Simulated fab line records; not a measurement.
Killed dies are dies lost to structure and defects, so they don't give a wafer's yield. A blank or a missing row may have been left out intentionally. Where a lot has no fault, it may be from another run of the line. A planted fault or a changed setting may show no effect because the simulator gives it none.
Chamber matching :: flow nandHarc :: 3 sister chambers for NHARC_A_CONTACT_DEP_29 on pecvd-03
The step deposits SiON, target thk 100 nm. 14 wafers are shown with their chamber, then 7 later ones without.

## WAFERS WITH THEIR CHAMBER
wafer: L940.3
chamber: 2
heaterPowerW (W): 794

wafer: L940.5
chamber: 0
heaterPowerW (W): 668

wafer: L940.6
chamber: 1
heaterPowerW (W): 898

wafer: L937.1
chamber: 1
heaterPowerW (W): 757

wafer: L937.5
chamber: 2
heaterPowerW (W): 750

wafer: L937.6
chamber: 0
heaterPowerW (W): 761

wafer: L943.1
chamber: 1
heaterPowerW (W): 861

wafer: L943.5
chamber: 2
heaterPowerW (W): 761

wafer: L943.6
chamber: 0
heaterPowerW (W): 671

wafer: L951.2
chamber: 1
heaterPowerW (W): 877

wafer: L951.5
chamber: 1
heaterPowerW (W): 854

wafer: L951.6
chamber: 0
heaterPowerW (W): 813

wafer: L953.1
chamber: 0
heaterPowerW (W): 680

wafer: L953.2
chamber: 1
heaterPowerW (W): 804

SIGNATURES (means of the wafers above)
reading: heaterPowerW
chamber 0: 718.60
chamber 1: 841.83
chamber 2: 768.33
scatter within a chamber: 53.6
Rule: a wafer lies at a distance from a chamber equal to the root of the sum of squares, over the readings, of (its reading less the chamber's mean, divided by the reading's scatter). If the next closest chamber is less than 2 further off than the closest, the wafer can't be placed; otherwise it belongs to the closest. The scatter: take each reading less its chamber's mean, square it, sum over the shown wafers, divide by the number of wafers less the number of chambers, and take the root.

## WAFERS WITH NO CHAMBER GIVEN
wafer: L953.4
heaterPowerW (W): 697

wafer: L959.1
heaterPowerW (W): 776

wafer: L959.3
heaterPowerW (W): 723

wafer: L959.5
heaterPowerW (W): 769

wafer: L960.3
heaterPowerW (W): 787

wafer: L960.4
heaterPowerW (W): 803

wafer: L960.5
heaterPowerW (W): 815

## EACH ONE'S CHAMBER
wafer: L953.4
from the rows above: can't be placed: 0 or 2
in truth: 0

wafer: L959.1
from the rows above: can't be placed: 2 or 0 or 1
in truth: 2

wafer: L959.3
from the rows above: can't be placed: 0 or 2
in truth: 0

wafer: L959.5
from the rows above: can't be placed: 2 or 0 or 1
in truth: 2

wafer: L960.3
from the rows above: can't be placed: 2 or 1 or 0
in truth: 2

wafer: L960.4
from the rows above: can't be placed: 2 or 1 or 0
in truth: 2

wafer: L960.5
from the rows above: can't be placed: 1 or 2 or 0
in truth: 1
Correctly placed: 0 of 7. From these rows, 7 cannot be placed; in 7 the true chamber is one of the candidates. 0 placed wrongly.
